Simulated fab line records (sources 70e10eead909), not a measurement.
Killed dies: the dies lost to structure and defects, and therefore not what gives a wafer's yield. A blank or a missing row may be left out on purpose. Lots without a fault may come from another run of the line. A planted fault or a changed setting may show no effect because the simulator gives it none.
Which tool is to blame? ; flow nand_harc ; 11 lots with 33 wafers sampled at 3 steps, on a route of 1302 steps

## WHAT EACH GAUGE READ, for each wafer
NHARC_P_START_INSPECT_01.
lot;measured;on;raw_defect_count
L573;day 1 20:02;defect_inspect-01;3 2 3
L574;day 2 06:03;defect_inspect-01;3 1 3
L577;day 3 12:02;defect_inspect-02;1 7 4
L578;day 3 22:03;defect_inspect-01;1 2 3
L579;day 4 08:02;defect_inspect-02;7 0 0
L580;day 4 18:02;defect_inspect-02;3 2 1
L581;day 5 04:02;defect_inspect-02;1 5 5
L582;day 5 14:02;defect_inspect-01;3 1 3
L585;day 6 20:02;defect_inspect-02;5 0 6
L595;day 11 00:02;defect_inspect-01;5 6 1
L596;day 11 10:03;defect_inspect-01;6 2 3

NHARC_P_ZERO_WELL_CD_MEAS_24: the cd target is 720 nm.
lot;measured;on;cd_nm (nm)
L573;day 1 22:37;cd_sem-01;724.3 722.8 723.2
L574;day 2 09:05;cd_sem-01;716.4 717.7 717.5
L577;day 3 14:32;cd_sem-01;721.1 721.7 717.9
L578;day 4 00:28;cd_sem-02;720.4 719.2 721.4
L579;day 4 10:47;cd_sem-03;718.9 721.8 720.5
L580;day 4 20:35;cd_sem-02;719.9 719.1 719.2
L581;day 5 06:35;cd_sem-01;718.0 718.2 716.9
L582;day 5 16:54;cd_sem-01;721.0 719.3 719.4
L585;day 6 22:34;cd_sem-01;713.2 713.5 709.6
L595;day 11 02:28;cd_sem-02;718.3 719.5 724.4
L596;day 11 12:31;cd_sem-03;720.6 719.2 719.6

## TOOL THAT RAN EACH LOT (tool first, then ch and the chambers of the sampled wafers, then the start)
lot;NHARC_P_ZERO_WELL_EXPOSE_21
L573;krf_scanner-04 ch 0, day 1 22:28
L574;krf_scanner-02 ch 0, day 2 08:55
L577;krf_scanner-03 ch 0, day 3 14:23
L578;krf_scanner-04 ch 0, day 4 00:18
L579;krf_scanner-02 ch 0, day 4 10:38
L580;krf_scanner-04 ch 0, day 4 20:25
L581;krf_scanner-02 ch 0, day 5 06:25
L582;krf_scanner-04 ch 0, day 5 16:44
L585;krf_scanner-02 ch 0, day 6 22:25
L595;krf_scanner-03 ch 0, day 11 02:18
L596;krf_scanner-03 ch 0, day 11 12:22
- NHARC_P_ZERO_WELL_EXPOSE_21: exposes mask P NWELL, target cd 720 nm.

## WHAT THE TOOLS THEMSELVES READ (means of the sampled wafers that have a number; where no wafer has one, the mark that the record gives instead)
NHARC_P_ZERO_WELL_EXPOSE_21.
lot;tool;stage_vel_mm_s (mm/s)
L573;krf_scanner-04;500.03
L574;krf_scanner-02;499.95
L577;krf_scanner-03;499.99
L578;krf_scanner-04;500.23
L579;krf_scanner-02;499.93
L580;krf_scanner-04;500.05
L581;krf_scanner-02;499.89
L582;krf_scanner-04;499.67
L585;krf_scanner-02;500.18
L595;krf_scanner-03;500.34
L596;krf_scanner-03;499.71

## THE ANSWER, worked out from the rows above alone
Rule: the lots themselves supply what counts as usual. Put in order of their means at a reading, lots are off if they are a third of the lots or fewer, leave a main group of 4 or more, and stand apart from it by a gap of 3 or more times the standard deviation of the main group's means; of several such gaps the widest counts. A main group is skipped when, at the precision printed for the reading in the tables above, its means are all equal. Also off: a lot with no number at a reading for which 4 or more lots have one. All remaining lots with rows at the step are treated as sound. The gauges are gone through in route order, then the tools' own readings, and for those a lot's mean is taken as printed above. At the first step where some lot is off, the reading lying furthest off is the one used; lots without a number count as furthest.
Off at NHARC_P_ZERO_WELL_CD_MEAS_24 (cd_nm): L585. The main group: mean 719.9 nm, standard deviation 1.6.
A tool fits if, at a process step before that reading, it ran every lot that is off, and no sound lot after the first of them. Those tools and the gauges at NHARC_P_ZERO_WELL_CD_MEAS_24 are tried in the same way. Undecided on this evidence; 2 tools fit (krf_scanner-02 at NHARC_P_ZERO_WELL_EXPOSE_21, cd_sem-01 at NHARC_P_ZERO_WELL_CD_MEAS_24).

## WHAT THE SIMULATOR PUT IN
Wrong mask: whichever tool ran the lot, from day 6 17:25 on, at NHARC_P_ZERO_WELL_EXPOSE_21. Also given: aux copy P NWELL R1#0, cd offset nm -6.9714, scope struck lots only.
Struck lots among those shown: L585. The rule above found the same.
